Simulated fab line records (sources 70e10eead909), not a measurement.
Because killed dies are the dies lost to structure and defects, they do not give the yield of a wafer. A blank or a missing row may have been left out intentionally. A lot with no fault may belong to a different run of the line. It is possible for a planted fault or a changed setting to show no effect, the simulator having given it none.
Chamber matching / flow nand harc / pecvd-01 running NHARC_A_STAIRCASE_DEP_322: 3 sister chambers
The step deposits SiO2, target thk 3800 nm. 6 wafers are shown with their chamber, then 9 later ones without.

WAFERS WITH THEIR CHAMBER
wafer=L076.5; chamber=1; heater power w (W)=633
wafer=L081.1; chamber=1; heater power w (W)=617
wafer=L081.2; chamber=0; heater power w (W)=632
wafer=L090.2; chamber=2; heater power w (W)=647
wafer=L090.4; chamber=2; heater power w (W)=502
wafer=L090.6; chamber=0; heater power w (W)=544

WAFERS WITH NO CHAMBER GIVEN
wafer=L093.1; heater power w (W)=743
wafer=L093.2; heater power w (W)=635
wafer=L093.3; heater power w (W)=686
wafer=L094.3; heater power w (W)=648
wafer=L094.4; heater power w (W)=620
wafer=L094.6; heater power w (W)=498
wafer=L097.1; heater power w (W)=738
wafer=L097.2; heater power w (W)=592
wafer=L097.6; heater power w (W)=512

THE CHAMBER EACH PASSED THROUGH
wafer=L093.1; from the rows above=can't be placed: 1 or 0 or 2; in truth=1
wafer=L093.2; from the rows above=can't be placed: 1 or 0 or 2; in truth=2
wafer=L093.3; from the rows above=can't be placed: 1 or 0 or 2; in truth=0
wafer=L094.3; from the rows above=can't be placed: 1 or 0 or 2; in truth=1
wafer=L094.4; from the rows above=can't be placed: 1 or 0 or 2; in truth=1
wafer=L094.6; from the rows above=can't be placed: 2 or 0 or 1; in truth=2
wafer=L097.1; from the rows above=can't be placed: 1 or 0 or 2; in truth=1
wafer=L097.2; from the rows above=can't be placed: 0 or 2 or 1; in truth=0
wafer=L097.6; from the rows above=can't be placed: 2 or 0 or 1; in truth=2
Correctly placed: 0 of 9. From these rows, 9 cannot be placed; in 9 the true chamber is one of the candidates. Wrongly placed: 0.
How it was worked out, from the rows above alone: a wafer's distance from a chamber is the root of the sum, over the readings, of the square of ((its reading less the chamber's mean) divided by the reading's scatter). If the next closest chamber is less than 2 further off than the closest, the wafer can't be placed; otherwise it belongs to the closest. For every chamber, the mean is computed from those of its wafers that are shown. How the scatter is found: for the shown wafers, subtract from each reading the mean of its chamber, square and add these, divide the total by (wafers less chambers), then take the root.
